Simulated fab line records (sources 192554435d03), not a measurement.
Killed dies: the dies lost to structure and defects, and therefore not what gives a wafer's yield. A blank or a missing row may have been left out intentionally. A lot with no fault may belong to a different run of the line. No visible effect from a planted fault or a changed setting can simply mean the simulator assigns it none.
One fault through the eyes of 2 desks -- flow n5 finfet -- what lay behind the numbers comes last; until then each desk has only its own

## THE METROLOGY DESK
What the gauges read, lot by lot, whatever tool the lot ran on: means of the sampled wafers that have a number. The brackets show how far a lot's mean lies from the usual mean; more than 4 standard deviations puts the lot out of limits, marked OUT.
Columns: A = cd nm at N5_BEOL_M11_CD_MEAS_18, usual 69.9 nm; B = V10_OVL at N5_BEOL_M11_OVL_MEAS_29, usual 0.1 nm
lot,first seen here,A,B
L381,day 10 01:17,69.9,-0.3
L383,day 10 18:10,70.5,0.2
L382,day 10 20:27,69.6,-0.6
L387,day 11 20:19,69.4,0.4
L388,day 11 21:26,69.0,0.8
L389,day 12 05:47,70.9,-0.1
L398,day 15 11:02,69.8,0.4
L402,day 15 22:59,69.5,-0.3
L403,day 16 08:04,70.7,0.7
This desk found nothing out of limits on any of the 9 lots.

## DESK OF THE TOOL OWNER: rie diel-04
The tool's own readings at N5_BEOL_M11_ETCH_62 (etches SOC in N2/H2, target depth 110 nm, overetch 22 nm, time 165 s): means of the sampled wafers that have a number, for each lot that ran on this tool. The brackets show how far a lot's mean lies from the usual mean; more than 4 standard deviations puts the lot out of limits, marked OUT.
Columns: A = drypump motor current A at N5_BEOL_M11_ETCH_62, usual 5.6 A; B = h2 flow sccm at N5_BEOL_M11_ETCH_62, usual 200.0 sccm; C = n2 flow sccm at N5_BEOL_M11_ETCH_62, usual 200.0 sccm; D = oes product au at N5_BEOL_M11_ETCH_62, usual 0.69 a.u.; E = rf vpp V at N5_BEOL_M11_ETCH_62, usual 522.8 V; F = showerhead plenum p Torr at N5_BEOL_M11_ETCH_62, usual 2.51 Torr; G = throttle valve pct at N5_BEOL_M11_ETCH_62, usual 17.66 %
lot,first seen here,A,B,C,D,E,F,G
L387,day 11 19:52,5.9,199.8,199.5,0.67,523.8,2.52,17.50
L388,day 11 21:04,5.5,200.5,200.2,0.62,521.5,2.46,17.59
L389,day 12 04:36,6.0,199.9,199.5,0.68,522.8,2.49,17.45
L402,day 15 22:36,5.9,200.1,200.3,0.68,522.6,2.45,17.64
This desk found nothing out of limits on any of the 4 lots.

## PUT TOGETHER
Nothing out of limits was seen by the metrology desk.
The desk of the tool owner found nothing out of limits.

## WHAT THE SIMULATOR HAD PUT IN
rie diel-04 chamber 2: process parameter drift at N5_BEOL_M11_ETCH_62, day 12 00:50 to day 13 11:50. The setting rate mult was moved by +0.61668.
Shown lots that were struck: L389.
